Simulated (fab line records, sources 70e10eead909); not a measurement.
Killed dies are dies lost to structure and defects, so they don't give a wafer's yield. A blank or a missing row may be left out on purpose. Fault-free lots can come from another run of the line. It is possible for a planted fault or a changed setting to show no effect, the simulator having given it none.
A lot that was struck, set against a sound lot :: flow nand_harc :: 16 out of 1302 route steps
Sound: the wafers L962.1, L962.5, L962.6. Wafers struck: L980.1, L980.3, L980.6. The cause is given at the end.
At each step with rows: each side's tool, then ch and its chambers, then its first start. Under that, the readings that differ: sound wafers :: struck wafers :: difference of the means :: sigmas: that difference in standard deviations of wafers without a fault.
alike: a reading whose means differ by less than 2 such deviations, as well as words and numbers matching on both sides. not compared: withheld readings; readings where some wafer has no value; bounds like >300 that might hide an equal value; numbers whose values overlap and for which the record gives no deviation.
A row with sigmas, a row that says differs or no value, or rows on one side alone: a step with any of these is where the two part. Non-overlapping numbers with no deviation appear without sigmas and do not part them. A reading that every wafer of one side lacks parts them only if that side has two wafers or more.

NHARC_P_START_INSPECT_01:
  sound: defect_inspect-01 at day 1 20:02; struck: defect_inspect-01 at day 9 08:02
  alike: raw_defect_count
then, 7 steps without rows for these wafers: NHARC_P_ZERO_WELL_PRECLEAN_00 (cleans in SPM, time 600 s); NHARC_P_ZERO_WELL_SRD_01; NHARC_P_ZERO_WELL_PECVD_02 (deposits SiO2, target thk 10 nm); NHARC_P_ZERO_WELL_DEHYDRATE_03 (time 120 s); NHARC_P_ZERO_WELL_HMDS_04 (time 30 s); NHARC_P_ZERO_WELL_COAT_64 (time 65 s); NHARC_P_ZERO_WELL_COAT_05 (resist thk 600 nm).
NHARC_P_ZERO_WELL_SOFTBAKE_06: time 70 s.
  sound on litho_track-03 ch 0, day 1 20:00; struck on litho_track-05 ch 0, day 9 08:00
reading: heater_power_total_W (W)
sound: 199.4 199.7 201.0
struck: 236.4 235.4 235.0
difference: +35.6
sigmas: +30
then, 4 steps without rows for these wafers: NHARC_P_ZERO_WELL_EBR_07; NHARC_P_ZERO_WELL_EXPOSE_08 (exposes mask P ZERO, target cd 500 nm); NHARC_P_ZERO_WELL_PEB_09 (peb time 80 s); NHARC_P_ZERO_WELL_DEVELOP_10 (time 50 s).
NHARC_P_ZERO_WELL_CD_MEAS_11 targets a cd of 500 nm.
  sound on cd_sem-02 ch 0, day 1 21:08; struck on cd_sem-02 ch 0, day 9 09:14
reading: cd_nm (nm)
sound: 498.5 497.5 499.2
struck: 541.8 542.7 543.8
difference: +44.4
sigmas: +30
then, 1 step without rows for these wafers: NHARC_P_ZERO_WELL_HARDBAKE_12 (time 65 s).
-- the record jumps here: 22 days lie between the struck wafers' starts before and after (it left off in module P_ZERO_WELL and takes up again in module END, whose first step shown is number 1302 of the route) --
NHARC_END_SORT_01:
  at this point the record logs the struck wafers (prober-01 ch 0, day 31 18:47) and has no rows for the sound ones

WHERE THEY PART
Earliest at NHARC_P_ZERO_WELL_SOFTBAKE_06; latest, in this record, at NHARC_END_SORT_01.

WHY: what had been put in by the simulator
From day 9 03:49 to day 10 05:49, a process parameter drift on litho_track-05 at NHARC_P_ZERO_WELL_SOFTBAKE_06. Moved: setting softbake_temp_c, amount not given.
